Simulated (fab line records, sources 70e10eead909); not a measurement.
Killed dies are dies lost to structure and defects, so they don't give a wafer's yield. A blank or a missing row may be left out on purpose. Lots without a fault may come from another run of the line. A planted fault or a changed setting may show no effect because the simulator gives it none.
Which tool did it? | flow nand_harc | 24 lots, 72 wafers sampled, at 6 steps of a route of 1302

WHAT THE GAUGES READ, wafer by wafer
The record holds no reading of a measuring or inspecting step that can be judged against a usual standard deviation.

WHICH TOOL RAN EACH LOT (tool, then ch and the chambers of the sampled wafers, then the start)
lot  | NHARC_A_CHANNEL_FILL_D2_STRIP_29              | NHARC_A_STAIRCASE_DESCUM_168       | NHARC_A_STAIRCASE_ETCH_15      | NHARC_A_STAIRCASE_ETCH_21      | NHARC_A_STAIRCASE_TRIM_200     | NHARC_A_STAIRCASE_ETCH_227
L074 | rie_diel-09 ch 2,3, day 15 11:39 or earlier   | rie_diel-06 ch 0,3, day 15 11:39   | rie_diel-06 ch 1,2,3, no start | rie_diel-13 ch 0,3, no start   | rie_diel-13 ch 1,2,3, no start | rie_diel-13 ch 1,2,3, no start
L076 | rie_diel-03 ch 0,1,2, day 16 00:20 or earlier | rie_diel-06 ch 0,1,2, day 16 00:20 | rie_diel-06 ch 0,2,3, no start | rie_diel-06 ch 1,2,3, no start | rie_diel-13 ch 1,2,3, no start | rie_diel-13 ch 0,1,3, no start
L075 | rie_diel-09 ch 1,2,3, day 16 00:10 or earlier | rie_diel-06 ch 0,2,3, day 16 00:10 | rie_diel-01 ch 0,1,3, no start | rie_diel-01 ch 2,3, no start   | rie_diel-13 ch 1,2, no start   | rie_diel-13 ch 1,2, no start
L077 | rie_diel-03 ch 0,1,3, day 16 20:02 or earlier | rie_diel-06 ch 0,1,2, day 16 20:02 | rie_diel-13 ch 0,3, no start   | rie_diel-13 ch 1,2,3, no start | rie_diel-06 ch 0,1,2, no start | rie_diel-01 ch 0,1,3, no start
L078 | rie_diel-09 ch 0,1,2, day 17 03:32 or earlier | rie_diel-13 ch 0,2,3, day 17 03:32 | rie_diel-01 ch 1,2,3, no start | rie_diel-13 ch 0,1,2, no start | rie_diel-13 ch 0,2,3, no start | rie_diel-01 ch 0,2,3, no start
L079 | rie_diel-09 ch 1,2,3, day 17 23:05 or earlier | rie_diel-01 ch 0,2,3, day 17 23:05 | rie_diel-06 ch 0,1,2, no start | rie_diel-06 ch 0,1,3, no start | rie_diel-06 ch 1,2,3, no start | rie_diel-01 ch 0,1,2, no start
L080 | rie_diel-03 ch 0,1, day 17 23:15 or earlier   | rie_diel-06 ch 0,3, day 17 23:15   | rie_diel-01 ch 1,2,3, no start | rie_diel-13 ch 1,3, no start   | rie_diel-13 ch 1,2, no start   | rie_diel-06 ch 0,1,3, no start
L081 | rie_diel-04 ch 0,1,3, day 18 20:25 or earlier | rie_diel-13 ch 0,1,2, day 18 20:25 | rie_diel-13 ch 1,2, no start   | rie_diel-06 ch 1,2, no start   | rie_diel-13 ch 0,1,2, no start | rie_diel-01 ch 0,1,3, no start
L083 | rie_diel-04 ch 1,2, day 19 12:30 or earlier   | rie_diel-06 ch 1,3, day 19 12:30   | rie_diel-13 ch 0,1, no start   | rie_diel-01 ch 0,1,2, no start | rie_diel-01 ch 0,3, no start   | rie_diel-06 ch 0,1,3, no start
L082 | rie_diel-09 ch 0,2, day 19 12:30 or earlier   | rie_diel-13 ch 2,3, day 19 12:30   | rie_diel-06 ch 0,2, no start   | rie_diel-01 ch 1,3, no start   | rie_diel-06 ch 0,2, no start   | rie_diel-06 ch 0,2, no start
L084 | rie_diel-03 ch 2,3, day 20 01:44 or earlier   | rie_diel-06 ch 0,2,3, day 20 01:44 | rie_diel-01 ch 0,2,3, no start | rie_diel-06 ch 0,1,3, no start | rie_diel-13 ch 0,1,2, no start | rie_diel-06 ch 2,3, no start
L086 | rie_diel-09 ch 0,1,3, day 20 08:24 or earlier | rie_diel-06 ch 0,1, day 20 08:24   | rie_diel-06 ch 0,1, no start   | rie_diel-13 ch 0,1,3, no start | rie_diel-13 ch 1,2, no start   | rie_diel-06 ch 0,1,3, no start
L085 | rie_diel-09 ch 1,2,3, day 20 11:48 or earlier | rie_diel-06 ch 1,2,3, day 20 11:48 | rie_diel-13 ch 0,2,3, no start | rie_diel-01 ch 0,2,3, no start | rie_diel-01 ch 0,2,3, no start | rie_diel-06 ch 0,1,3, no start
L087 | rie_diel-04 ch 0,1,2, day 20 17:55 or earlier | rie_diel-06 ch 1,2,3, day 20 17:55 | rie_diel-13 ch 0,1,2, no start | rie_diel-13 ch 0,3, no start   | rie_diel-01 ch 0,2, no start   | rie_diel-13 ch 2,3, no start
L088 | rie_diel-09 ch 0,3, day 21 19:52 or earlier   | rie_diel-01 ch 1,2, day 21 19:52   | rie_diel-13 ch 0,1,3, no start | rie_diel-13 ch 1,2, no start   | rie_diel-13 ch 0,3, no start   | rie_diel-06 ch 0,3, no start
L089 | rie_diel-03 ch 0,1,2, day 21 20:03 or earlier | rie_diel-13 ch 1,2, day 21 20:03   | rie_diel-06 ch 1,3, no start   | rie_diel-06 ch 0,1, no start   | rie_diel-06 ch 2,3, no start   | rie_diel-13 ch 0,1,2, no start
L090 | rie_diel-04 ch 0,1,3, day 22 07:47 or earlier | rie_diel-06 ch 0,1,2, day 22 07:47 | rie_diel-06 ch 2,3, no start   | rie_diel-13 ch 0,1,2, no start | rie_diel-06 ch 0,1, no start   | rie_diel-01 ch 1,3, no start
L093 | rie_diel-03 ch 1,2, day 23 00:05 or earlier   | rie_diel-13 ch 2,3, day 23 00:05   | rie_diel-13 ch 0,1,3, no start | rie_diel-13 ch 0,3, no start   | rie_diel-13 ch 1,2, no start   | rie_diel-13 ch 0,1, no start
L092 | rie_diel-03 ch 0,1,2, day 23 01:45 or earlier | rie_diel-01 ch 0,1,2, day 23 01:45 | rie_diel-01 ch 2,3, no start   | rie_diel-06 ch 0,1,3, no start | rie_diel-13 ch 0,1, no start   | rie_diel-01 ch 1,2, no start
L091 | rie_diel-09 ch 0,1, day 23 01:34 or earlier   | rie_diel-13 ch 0,1,3, day 23 01:34 | rie_diel-13 ch 1,2,3, no start | rie_diel-13 ch 1,2,3, no start | rie_diel-01 ch 0,1,2, no start | rie_diel-01 ch 0,3, no start
L094 | rie_diel-09 ch 1,2,3, day 23 13:04 or earlier | rie_diel-01 ch 2,3, day 23 13:04   | rie_diel-01 ch 1,3, no start   | rie_diel-01 ch 0,2, no start   | rie_diel-13 ch 1,2, no start   | rie_diel-01 ch 0,2,3, no start
L096 | rie_diel-04 ch 1,3, day 24 04:02              | rie_diel-06 ch 0,1,3, day 24 11:19 | rie_diel-13 ch 0,2,3, no start | rie_diel-13 ch 0,1,2, no start | rie_diel-06 ch 0,2,3, no start | rie_diel-06 ch 1,2,3, no start
L095 | rie_diel-03 ch 0,2, day 24 11:09 or earlier   | rie_diel-06 ch 2,3, day 24 11:09   | rie_diel-06 ch 0,1,3, no start | rie_diel-06 ch 0,3, no start   | rie_diel-13 ch 1,3, no start   | rie_diel-06 ch 0,1,3, no start
L097 | rie_diel-09 ch 1,2, day 24 15:23              | rie_diel-06 ch 0,1,2, day 24 22:47 | rie_diel-01 ch 2,3, no start   | rie_diel-06 ch 0,1, no start   | rie_diel-13 ch 0,1, no start   | rie_diel-13 ch 2,3, no start
- NHARC_A_CHANNEL_FILL_D2_STRIP_29: strips in O2, time 20 s.
- NHARC_A_STAIRCASE_DESCUM_168: chemistry O2, time 3 s.
- NHARC_A_STAIRCASE_ETCH_15: etches the open film in C4F8/O2, target depth 100 nm, time 40.5 s.
- NHARC_A_STAIRCASE_ETCH_21: etches the open film in C4F8/O2, target depth 100 nm, time 40.5 s.
- NHARC_A_STAIRCASE_TRIM_200: chemistry O2, time 211.2 s.
- NHARC_A_STAIRCASE_ETCH_227: etches the open film in C4F8/O2, target depth 100 nm, time 40.5 s.

WHAT THE TOOLS THEMSELVES READ (means of the sampled wafers that have a number; where no wafer has one, the mark that the record gives instead)
NHARC_A_CHANNEL_FILL_D2_STRIP_29. Usual: drypump_motor_current_A 5.9 A, standard deviation 0.35; oes_product_au 0.997 a.u., standard deviation 0.01; rf_vpp_V 57.9 V, standard deviation 0.88; showerhead_plenum_p_Torr 3.51 Torr, standard deviation 0.11; throttle_valve_pct 17.035 %, standard deviation 0.0092.
lot  | tool        | drypump_motor_current_A (A) | oes_product_au (a.u.) | rf_vpp_V (V) | showerhead_plenum_p_Torr (Torr) | throttle_valve_pct (%) | flag
L074 | rie_diel-09 | 6.3                         | 0.999                 | 58.6         | 3.47                            | 17.030                 |
L076 | rie_diel-03 | 5.8                         | 1.002                 | 57.3         | 3.47                            | 17.035                 |
L075 | rie_diel-09 | 6.2                         | 0.992                 | 57.5         | 3.48                            | 17.029                 |
L077 | rie_diel-03 | 5.8                         | 0.992                 | 57.7         | 3.49                            | 17.048                 |
L078 | rie_diel-09 | 6.2                         | 0.999                 | 57.9         | 3.52                            | 17.029                 |
L079 | rie_diel-09 | 6.2                         | 0.999                 | 57.9         | 3.48                            | 17.036                 |
L080 | rie_diel-03 | 5.6                         | 0.991                 | 58.3         | 3.39                            | 17.041                 |
L081 | rie_diel-04 | 5.5                         | 1.005                 | 57.1         | 3.43                            | 17.037                 |
L083 | rie_diel-04 | 5.6                         | 1.001                 | 57.8         | 3.49                            | 17.040                 |
L082 | rie_diel-09 | 6.1                         | 0.998                 | 57.8         | 3.55                            | 17.032                 |
L084 | rie_diel-03 | 6.1                         | 0.998                 | 58.0         | 3.68                            | 17.025                 |
L086 | rie_diel-09 | 5.9                         | 0.999                 | 58.7         | 3.53                            | 17.029                 |
L085 | rie_diel-09 | 6.2                         | 0.992                 | 56.6         | 3.48                            | 17.041                 |
L087 | rie_diel-04 | 5.5                         | 1.000                 | 57.6         | 3.51                            | 17.036                 |
L088 | rie_diel-09 | 6.0                         | 0.983                 | 58.2         | 3.55                            | 17.033                 |
L089 | rie_diel-03 | 5.7                         | 0.997                 | 57.2         | 3.47                            | 17.049                 |
L090 | rie_diel-04 | 5.5                         | 0.998                 | 58.2         | 3.42                            | 17.045                 |
L093 | rie_diel-03 | 5.8                         | 1.011                 | 57.7         | 3.45                            | 17.033                 |
L092 | rie_diel-03 | 5.8                         | 0.995                 | 57.8         | 3.47                            | 17.034                 |
L091 | rie_diel-09 | 5.9                         | 0.999                 | 57.9         | 3.56                            | 17.035                 |
L094 | rie_diel-09 | 6.2                         | 0.988                 | 57.6         | 3.48                            | 17.035                 |
L096 | rie_diel-04 | 5.7                         | 0.996                 | 58.3         | 3.41                            | 17.036                 |
L095 | rie_diel-03 | 5.9                         | 0.992                 | 57.4         | 3.57                            | 17.029                 |
L097 | rie_diel-09 | 6.4                         | 1.007                 | 58.2         | 3.47                            | 17.042                 |

NHARC_A_STAIRCASE_DESCUM_168. Usual: drypump_motor_current_A 5.6 A, standard deviation 0.37; oes_product_au 0.999 a.u., standard deviation 0.0096; rf_vpp_V 57.8 V, standard deviation 0.92; showerhead_plenum_p_Torr 1.92 Torr, standard deviation 0.082; throttle_valve_pct 11.310 %, standard deviation 0.0089.
lot  | tool        | drypump_motor_current_A (A) | oes_product_au (a.u.) | rf_vpp_V (V) | showerhead_plenum_p_Torr (Torr) | throttle_valve_pct (%) | flag
L074 | rie_diel-06 | 5.3                         | 1.012                 | 58.2         | 1.87                            | 11.313                 |
L076 | rie_diel-06 | 5.7                         | 0.994                 | 58.1         | 1.85                            | 11.321                 |
L075 | rie_diel-06 | 5.6                         | 0.994                 | 57.9         | 1.89                            | 11.319                 |
L077 | rie_diel-06 | 5.7                         | 0.990                 | 57.1         | 1.85                            | 11.305                 |
L078 | rie_diel-13 | 5.5                         | 1.002                 | 57.8         | 1.94                            | 11.300                 |
L079 | rie_diel-01 | 5.7                         | 0.993                 | 57.7         | 2.00                            | 11.308                 |
L080 | rie_diel-06 | 5.3                         | 1.001                 | 58.3         | 1.86                            | 11.308                 |
L081 | rie_diel-13 | 5.6                         | 0.994                 | 57.0         | 1.97                            | 11.306                 |
L083 | rie_diel-06 | 5.5                         | 0.997                 | 57.0         | 1.81                            | 11.309                 |
L082 | rie_diel-13 | 5.8                         | 1.008                 | 58.2         | 1.93                            | 11.309                 |
L084 | rie_diel-06 | 5.6                         | 1.001                 | 57.3         | 1.88                            | 11.311                 |
L086 | rie_diel-06 | 5.5                         | 1.003                 | 57.0         | 1.78                            | 11.308                 |
L085 | rie_diel-06 | 5.7                         | 0.999                 | 58.0         | 1.86                            | 11.304                 |
L087 | rie_diel-06 | 5.7                         | 0.994                 | 58.5         | 1.86                            | 11.311                 |
L088 | rie_diel-01 | 5.8                         | 0.994                 | 57.5         | 1.91                            | 11.304                 |
L089 | rie_diel-13 | 5.8                         | 0.998                 | 57.7         | 1.99                            | 11.302                 |
L090 | rie_diel-06 | 5.7                         | 0.995                 | 58.5         | 1.94                            | 11.317                 |
L093 | rie_diel-13 | 5.6                         | 1.019                 | 58.2         | 1.92                            | 11.308                 |
L092 | rie_diel-01 | 5.6                         | 1.007                 | 58.2         | 1.95                            | 11.304                 |
L091 | rie_diel-13 | 5.7                         | 1.005                 | 57.4         | 1.96                            | 11.321                 |
L094 | rie_diel-01 | 5.9                         | 0.996                 | 57.8         | 1.97                            | 11.307                 |
L096 | rie_diel-06 | 5.3                         | 0.998                 | 57.8         | 1.93                            | 11.308                 |
L095 | rie_diel-06 | 5.6                         | 0.987                 | 57.4         | 1.90                            | 11.316                 |
L097 | rie_diel-06 | 5.7                         | 0.999                 | 57.8         | 1.93                            | 11.313                 |

NHARC_A_STAIRCASE_ETCH_15. Usual: oes_product_au 0.941 a.u., standard deviation 0.012; rf_vpp_V 898 V, standard deviation 4.6.
lot  | tool        | oes_product_au (a.u.) | rf_vpp_V (V) | flag
L074 | rie_diel-06 | 0.927                 | 893          |
L076 | rie_diel-06 | 0.933                 | 895          |
L075 | rie_diel-01 | 0.935                 | 902          |
L077 | rie_diel-13 | 0.947                 | 898          |
L078 | rie_diel-01 | 0.929                 | 899          |
L079 | rie_diel-06 | 0.939                 | 892          |
L080 | rie_diel-01 | 0.934                 | 898          |
L081 | rie_diel-13 | 0.948                 | 899          |
L083 | rie_diel-13 | 0.945                 | 902          |
L082 | rie_diel-06 | 0.935                 | 892          |
L084 | rie_diel-01 | 0.939                 | 900          |
L086 | rie_diel-06 | 0.946                 | 888          |
L085 | rie_diel-13 | 0.949                 | 897          |
L087 | rie_diel-13 | 0.939                 | 899          |
L088 | rie_diel-13 | 0.944                 | 899          |
L089 | rie_diel-06 | 0.945                 | 902          |
L090 | rie_diel-06 | 0.934                 | 896          |
L093 | rie_diel-13 | 0.954                 | 898          |
L092 | rie_diel-01 | 0.934                 | 899          |
L091 | rie_diel-13 | 0.943                 | 898          |
L094 | rie_diel-01 | 0.942                 | 901          |
L096 | rie_diel-13 | 0.941                 | 897          |
L095 | rie_diel-06 | 0.947                 | 897          |
L097 | rie_diel-01 | 0.930                 | 897          |

NHARC_A_STAIRCASE_ETCH_21. Usual: oes_product_au 0.954 a.u., standard deviation 0.017; rf_vpp_V 898 V, standard deviation 4.7.
lot  | tool        | oes_product_au (a.u.) | rf_vpp_V (V) | flag
L074 | rie_diel-13 | 0.973                 | 899          |
L076 | rie_diel-06 | 0.945                 | 893          |
L075 | rie_diel-01 | 0.938                 | 901          |
L077 | rie_diel-13 | 0.965                 | 898          |
L078 | rie_diel-13 | 0.967                 | 899          |
L079 | rie_diel-06 | 0.942                 | 891          |
L080 | rie_diel-13 | 0.974                 | 900          |
L081 | rie_diel-06 | 0.941                 | 894          |
L083 | rie_diel-01 | 0.939                 | 900          |
L082 | rie_diel-01 | 0.934                 | 899          |
L084 | rie_diel-06 | 0.967                 | 892          |
L086 | rie_diel-13 | 0.982                 | 899          |
L085 | rie_diel-01 | 0.950                 | 901          |
L087 | rie_diel-13 | 0.950                 | 897          |
L088 | rie_diel-13 | 0.946                 | 901          |
L089 | rie_diel-06 | 0.956                 | 900          |
L090 | rie_diel-13 | 0.970                 | 900          |
L093 | rie_diel-13 | 0.961                 | 897          |
L092 | rie_diel-06 | 0.973                 | 898          |
L091 | rie_diel-13 | 0.950                 | 898          |
L094 | rie_diel-01 | 0.948                 | 899          |
L096 | rie_diel-13 | 0.932                 | 898          |
L095 | rie_diel-06 | 0.944                 | 891          |
L097 | rie_diel-06 | 0.981                 | 894          |

NHARC_A_STAIRCASE_TRIM_200. Usual: drypump_motor_current_A 5.7 A, standard deviation 0.32; oes_product_au 1.000 a.u., standard deviation 0.0097; rf_vpp_V 57.8 V, standard deviation 0.9; showerhead_plenum_p_Torr 3.58 Torr, standard deviation 0.12; throttle_valve_pct 17.037 %, standard deviation 0.0095.
lot  | tool        | drypump_motor_current_A (A) | oes_product_au (a.u.) | rf_vpp_V (V) | showerhead_plenum_p_Torr (Torr) | throttle_valve_pct (%) | flag
L074 | rie_diel-13 | 5.8                         | 1.008                 | 57.8         | 3.63                            | 17.037                 |
L076 | rie_diel-13 | 5.8                         | 1.010                 | 58.3         | 3.63                            | 17.030                 |
L075 | rie_diel-13 | 5.7                         | 0.999                 | 57.9         | 3.62                            | 17.030                 |
L077 | rie_diel-06 | 5.7                         | 0.996                 | 56.4         | 3.41                            | 17.039                 |
L078 | rie_diel-13 | 5.6                         | 0.998                 | 57.4         | 3.58                            | 17.027                 |
L079 | rie_diel-06 | 5.7                         | 0.998                 | 57.6         | 3.45                            | 17.040                 |
L080 | rie_diel-13 | 5.8                         | 1.008                 | 56.6         | 3.68                            | 17.042                 |
L081 | rie_diel-13 | 5.6                         | 0.995                 | 58.0         | 3.62                            | 17.026                 |
L083 | rie_diel-01 | 5.6                         | 0.994                 | 58.5         | 3.76                            | 17.031                 |
L082 | rie_diel-06 | 5.9                         | 0.992                 | 57.4         | 3.49                            | 17.040                 |
L084 | rie_diel-13 | 5.6                         | 1.000                 | 59.0         | 3.62                            | 17.046                 |
L086 | rie_diel-13 | 5.6                         | 1.006                 | 57.7         | 3.60                            | 17.038                 |
L085 | rie_diel-01 | 5.7                         | 0.992                 | 58.3         | 3.66                            | 17.036                 |
L087 | rie_diel-01 | 5.5                         | 0.998                 | 58.1         | 3.57                            | 17.033                 |
L088 | rie_diel-13 | 5.7                         | 1.011                 | 57.9         | 3.55                            | 17.033                 |
L089 | rie_diel-06 | 5.6                         | 0.995                 | 57.5         | 3.51                            | 17.042                 |
L090 | rie_diel-06 | 5.4                         | 1.012                 | 58.0         | 3.52                            | 17.038                 |
L093 | rie_diel-13 | 5.8                         | 1.002                 | 57.9         | 3.65                            | 17.037                 |
L092 | rie_diel-13 | 5.7                         | 0.999                 | 57.6         | 3.66                            | 17.036                 |
L091 | rie_diel-01 | 5.6                         | 0.997                 | 58.2         | 3.59                            | 17.046                 |
L094 | rie_diel-13 | 5.7                         | 1.004                 | 57.4         | 3.59                            | 17.029                 |
L096 | rie_diel-06 | 5.6                         | 0.993                 | 57.7         | 3.46                            | 17.028                 |
L095 | rie_diel-13 | 5.9                         | 0.995                 | 58.2         | 3.65                            | 17.042                 |
L097 | rie_diel-13 | 5.7                         | 0.997                 | 58.1         | 3.65                            | 17.039                 |

NHARC_A_STAIRCASE_ETCH_227. Usual: oes_product_au 0.939 a.u., standard deviation 0.012; rf_vpp_V 897 V, standard deviation 4.9.
lot  | tool        | oes_product_au (a.u.) | rf_vpp_V (V) | flag
L074 | rie_diel-13 | 0.934                 | 900          |
L076 | rie_diel-13 | 0.947                 | 900          |
L075 | rie_diel-13 | 0.942                 | 899          |
L077 | rie_diel-01 | 0.943                 | 902          |
L078 | rie_diel-01 | 0.929                 | 901          |
L079 | rie_diel-01 | 0.930                 | 898          |
L080 | rie_diel-06 | 0.935                 | 891          |
L081 | rie_diel-01 | 0.936                 | 901          |
L083 | rie_diel-06 | 0.942                 | 891          |
L082 | rie_diel-06 | 0.940                 | 893          |
L084 | rie_diel-06 | 0.916                 | 896          |
L086 | rie_diel-06 | 0.945                 | 892          |
L085 | rie_diel-06 | 0.949                 | 891          |
L087 | rie_diel-13 | 0.950                 | 896          |
L088 | rie_diel-06 | 0.943                 | 892          |
L089 | rie_diel-13 | 0.943                 | 898          |
L090 | rie_diel-01 | 0.935                 | 899          |
L093 | rie_diel-13 | 0.946                 | 900          |
L092 | rie_diel-01 | 0.928                 | 895          |
L091 | rie_diel-01 | 0.938                 | 902          |
L094 | rie_diel-01 | 0.938                 | 900          |
L096 | rie_diel-06 | 0.927                 | 898          |
L095 | rie_diel-06 | 0.926                 | 897          |
L097 | rie_diel-13 | 0.951                 | 896          |

THE ANSWER, worked out from the rows above alone
Rule: a lot is off if the mean of its wafers that have a number lies more than 3 standard deviations from the usual mean. A lot without any number at a reading at which 4 lots or more have one is off too. The other lots that the step has rows for count as sound. The gauges are gone through in route order, then the tools' own readings, and for those a lot's mean is taken as printed above. The first step at which some lot is off is used, and at that step the reading that is off furthest; a lot without a number counts as furthest.
No lot is off at any reading shown: from this, nothing can be told.

WHAT THE SIMULATOR HAD PUT IN
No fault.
